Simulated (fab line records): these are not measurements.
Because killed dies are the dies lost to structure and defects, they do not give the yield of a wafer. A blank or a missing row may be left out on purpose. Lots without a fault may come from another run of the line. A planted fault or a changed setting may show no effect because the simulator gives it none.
Tool commonality check :: flow nand harc :: 12 lots, 36 wafers sampled

THE REASON FOR OPENING IT
At NHARC_A_BONDPAD_THK_MEAS_20 the reading thk nm is flagged on 2 of 12 lots. Wafers without a fault read 170.2 nm, standard deviation 1.5.
Rule: flag the lot when none of its wafers has a number, or when each of its wafers that has one lies beyond 4 standard deviations from that mean. The rest of the lots are taken to be sound.

lot: L838
measured: day 18 04:04
on: film metro-01
thk nm (nm), wafer by wafer: 169.1 170.4 168.8
flag: 

lot: L843
measured: day 18 15:07
on: film metro-01
thk nm (nm), wafer by wafer: 168.7 169.3 169.2
flag: 

lot: L846
measured: day 20 02:10
on: film metro-02
thk nm (nm), wafer by wafer: 169.8 166.8 170.5
flag: 

lot: L849
measured: day 20 23:17
on: film metro-02
thk nm (nm), wafer by wafer: 30.7 28.7 28.6
flag: FLAGGED

lot: L852
measured: day 21 02:17
on: film metro-01
thk nm (nm), wafer by wafer: 30.1 31.6 30.7
flag: FLAGGED

lot: L851
measured: day 21 02:40
on: film metro-01
thk nm (nm), wafer by wafer: 166.2 170.0 167.1
flag: 

lot: L854
measured: day 22 12:01
on: film metro-02
thk nm (nm), wafer by wafer: 170.7 172.2 171.1
flag: 

lot: L857
measured: day 22 12:45
on: film metro-01
thk nm (nm), wafer by wafer: 171.1 171.3 171.0
flag: 

lot: L856
measured: day 22 13:13
on: film metro-02
thk nm (nm), wafer by wafer: 171.5 167.2 169.0
flag: 

lot: L858
measured: day 23 15:08
on: film metro-02
thk nm (nm), wafer by wafer: 169.9 169.1 170.6
flag: 

lot: L860
measured: day 24 01:41
on: film metro-01
thk nm (nm), wafer by wafer: 167.3 169.9 167.9
flag: 

lot: L859
measured: day 24 02:20
on: film metro-02
thk nm (nm), wafer by wafer: 171.4 169.6 169.9
flag: 
The mean of the flagged lots' numbers is 30.1 nm, -140.1 nm from the usual (-93 standard deviations).

WHICH TOOL EACH LOT WENT THROUGH
Before the reading, the record contains 2 process steps out of a 1159-step route. Cell contents, in order: the tool; ch with the chambers the sampled wafers went through; the start.
lot: L838
flag: 
NHARC_A_M1_DEP_33: pecvd-04 ch 0,1, day 17 23:43
NHARC_A_BONDPAD_ECD_18: ecd cu-01 ch 0,1, day 18 03:02

lot: L843
flag: 
NHARC_A_M1_DEP_33: pecvd-04 ch 0,1,2, day 18 10:50
NHARC_A_BONDPAD_ECD_18: ecd cu-02 ch 0,1, day 18 14:05

lot: L846
flag: 
NHARC_A_M1_DEP_33: pecvd-01 ch 0,2, day 19 21:10
NHARC_A_BONDPAD_ECD_18: ecd cu-02 ch 0,1, day 20 00:44

lot: L849
flag: FLAGGED
NHARC_A_M1_DEP_33: pecvd-04 ch 0,1,2, day 20 18:56
NHARC_A_BONDPAD_ECD_18: ecd cu-02 ch 0, day 20 22:14

lot: L852
flag: FLAGGED
NHARC_A_M1_DEP_33: pecvd-04 ch 0,1,2, day 20 21:55
NHARC_A_BONDPAD_ECD_18: ecd cu-02 ch 0,1, day 21 01:23

lot: L851
flag: 
NHARC_A_M1_DEP_33: pecvd-04 ch 1,2, day 20 22:16
NHARC_A_BONDPAD_ECD_18: ecd cu-01 ch 1, day 21 01:38

lot: L854
flag: 
NHARC_A_M1_DEP_33: pecvd-01 ch 0,1, day 22 07:40
NHARC_A_BONDPAD_ECD_18: ecd cu-01 ch 0,1, day 22 10:59

lot: L857
flag: 
NHARC_A_M1_DEP_33: pecvd-03 ch 0,1,2, day 22 08:33
NHARC_A_BONDPAD_ECD_18: ecd cu-02 ch 0,1, day 22 11:49

lot: L856
flag: 
NHARC_A_M1_DEP_33: pecvd-01 ch 0,2, day 22 08:44
NHARC_A_BONDPAD_ECD_18: ecd cu-01 ch 0,1, day 22 12:08

lot: L858
flag: 
NHARC_A_M1_DEP_33: pecvd-04 ch 0,1, day 23 10:50
NHARC_A_BONDPAD_ECD_18: ecd cu-01 ch 0,1, day 23 14:11

lot: L860
flag: 
NHARC_A_M1_DEP_33: pecvd-01 ch 0,1, day 23 21:25
NHARC_A_BONDPAD_ECD_18: ecd cu-02 ch 0,1, day 24 00:48

lot: L859
flag: 
NHARC_A_M1_DEP_33: pecvd-01 ch 0,1, day 23 21:43
NHARC_A_BONDPAD_ECD_18: ecd cu-01 ch 0,1, day 24 01:17
What the steps here do:
- NHARC_A_M1_DEP_33: deposits SiCN, target thk 30 nm.
- NHARC_A_BONDPAD_ECD_18: material Cu, target thk 400 nm.
- NHARC_A_BONDPAD_THK_MEAS_20: measures by xrf.

FLAGGED OVER TOTAL, TOOL BY TOOL (the gauges that took the reading come last)
step: NHARC_A_M1_DEP_33
tool: pecvd-01
lots run: 5
flagged: 0
share of the flagged lots: none
sound lots run after its first flagged lot: -

step: NHARC_A_M1_DEP_33
tool: pecvd-03
lots run: 1
flagged: 0
share of the flagged lots: none
sound lots run after its first flagged lot: -

step: NHARC_A_M1_DEP_33
tool: pecvd-04
lots run: 6
flagged: 2
share of the flagged lots: all
sound lots run after its first flagged lot: 2 (L851,L858)

step: NHARC_A_BONDPAD_ECD_18
tool: ecd cu-01
lots run: 6
flagged: 0
share of the flagged lots: none
sound lots run after its first flagged lot: -

step: NHARC_A_BONDPAD_ECD_18
tool: ecd cu-02
lots run: 6
flagged: 2
share of the flagged lots: all
sound lots run after its first flagged lot: 2 (L857,L860)

step: NHARC_A_BONDPAD_THK_MEAS_20
tool: film metro-01
lots run: 6
flagged: 1
share of the flagged lots: some
sound lots run after its first flagged lot: 3 (L851,L857,L860)

step: NHARC_A_BONDPAD_THK_MEAS_20
tool: film metro-02
lots run: 6
flagged: 1
share of the flagged lots: some
sound lots run after its first flagged lot: 4 (L854,L856,L858,L859)

THE TABLE: WHAT IT ALLOWS
2 rows of the table ran every flagged lot: pecvd-04 at NHARC_A_M1_DEP_33, ecd cu-02 at NHARC_A_BONDPAD_ECD_18.
- pecvd-04 at NHARC_A_M1_DEP_33 ran 6 lots, 2 of them flagged. Sound lots ran on it after the first flagged one (L851, L858), which a lasting fault on the whole tool wouldn't allow.
- ecd cu-02 at NHARC_A_BONDPAD_ECD_18 ran 6 lots, 2 of them flagged. Sound lots ran on it after the first flagged one (L857, L860), which a lasting fault on the whole tool wouldn't allow. On the flagged lots its readings are blank where sound lots have values: bath heat duty pct, bath temp c.
No row of the table ran every flagged lot and no sound lot after the first.

WHAT THE SIMULATOR PUT IN
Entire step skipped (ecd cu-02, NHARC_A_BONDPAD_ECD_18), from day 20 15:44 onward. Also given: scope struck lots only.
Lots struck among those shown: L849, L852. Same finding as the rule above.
